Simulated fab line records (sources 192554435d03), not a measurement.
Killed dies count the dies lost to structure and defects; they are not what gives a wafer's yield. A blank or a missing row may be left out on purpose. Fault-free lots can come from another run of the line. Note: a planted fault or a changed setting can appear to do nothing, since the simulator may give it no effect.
One fault seen from 3 desks / flow n5_finfet / what lay behind the numbers comes last; until then each desk has only its own

TOOL OWNER'S DESK, litho_track-04
The tool's own readings at N5_BEOL_M12_PEB_08 (peb time 90 s): means of the sampled wafers that have a number, for each lot that ran on this tool. Any lot whose mean is over 4 standard deviations away from the usual mean is out of limits and marked OUT; that distance is given in the brackets.
Columns: A = heater_power_total_W at N5_BEOL_M12_PEB_08, usual 172.5 W; B = plate_temp_C at N5_BEOL_M12_PEB_08, usual 129.99 C
lot=L826; first seen here=day 13 00:29; A=172.0; B=129.96
lot=L833; first seen here=day 14 19:23; A=175.2; B=129.91
lot=L834; first seen here=day 14 20:29; A=178.2 (+7.4) OUT; B=130.07
lot=L835; first seen here=day 15 03:31; A=178.8 (+8.0) OUT; B=130.28
Finding of this desk: L834, L835 out of limits; the first was L834 at day 14 20:29, on heater_power_total_W at N5_BEOL_M12_PEB_08. Within limits: L826, L833.

THE DEFECT DESK
What the inspections along the route counted, lot by lot: means of the sampled wafers that have a number. Any lot whose mean is over 4 standard deviations away from the usual mean is out of limits and marked OUT; that distance is given in the brackets.
Columns: A = raw_defect_count at N5_BEOL_M11_INSPECT_58, usual 81
lot=L817; first seen here=day 11 06:46; A=141
lot=L822; first seen here=day 12 08:25; A=83
lot=L826; first seen here=day 13 00:00; A=67
lot=L833; first seen here=day 14 19:02; A=84
lot=L834; first seen here=day 14 20:01; A=59
lot=L835; first seen here=day 15 03:10; A=88
lot=L840; first seen here=day 16 14:04; A=69
This desk's verdict: no lot among the 7 shows anything out of limits.

FROM THE METROLOGY DESK
Means of the sampled wafers that have a number, per lot and without regard to the tool the lot ran on: this is what the gauges read. Any lot whose mean is over 4 standard deviations away from the usual mean is out of limits and marked OUT; that distance is given in the brackets.
Columns: A = M11_THK at N5_BEOL_M11_THK_MEAS_53, usual 143 nm; B = M11_RS at N5_BEOL_M11_RS_MEAS_57, usual 0.151 ohm/sq; C = M12_ILD_THK at N5_BEOL_M12_THK_MEAS_01, usual 661 nm
lot=L817; first seen here=day 11 06:37; A=142; B=0.152; C=657
lot=L822; first seen here=day 12 08:16; A=139; B=0.156; C=649
lot=L826; first seen here=day 12 23:51; A=146; B=0.146; C=667
lot=L833; first seen here=day 14 18:53; A=145; B=0.149; C=660
lot=L834; first seen here=day 14 19:52; A=139; B=0.154; C=680
lot=L835; first seen here=day 15 03:01; A=141; B=0.153; C=664
lot=L840; first seen here=day 16 13:53; A=144; B=0.148; C=660
This desk's verdict: no lot among the 7 shows anything out of limits.

BROUGHT TOGETHER
An alarm could have come from the tool owner's desk at day 14 20:29, on L834, L835.
No out-of-limits result turned up at the defect desk.
Metrology desk: nothing out of limits seen.
The defect desk has L834, L835 on record, within its limits.
The metrology desk holds a record of L834, L835, inside its limits.
On litho_track-04, each named lot ran N5_BEOL_M12_PEB_08.

WHAT THE SIMULATOR HAD INSERTED
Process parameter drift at N5_BEOL_M12_PEB_08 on litho_track-04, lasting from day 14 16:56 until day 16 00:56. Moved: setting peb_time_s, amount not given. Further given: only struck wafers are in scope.
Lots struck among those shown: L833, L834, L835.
Time in hours from fault onset to the first out-of-limits reading at each desk: the tool owner's desk, 4.
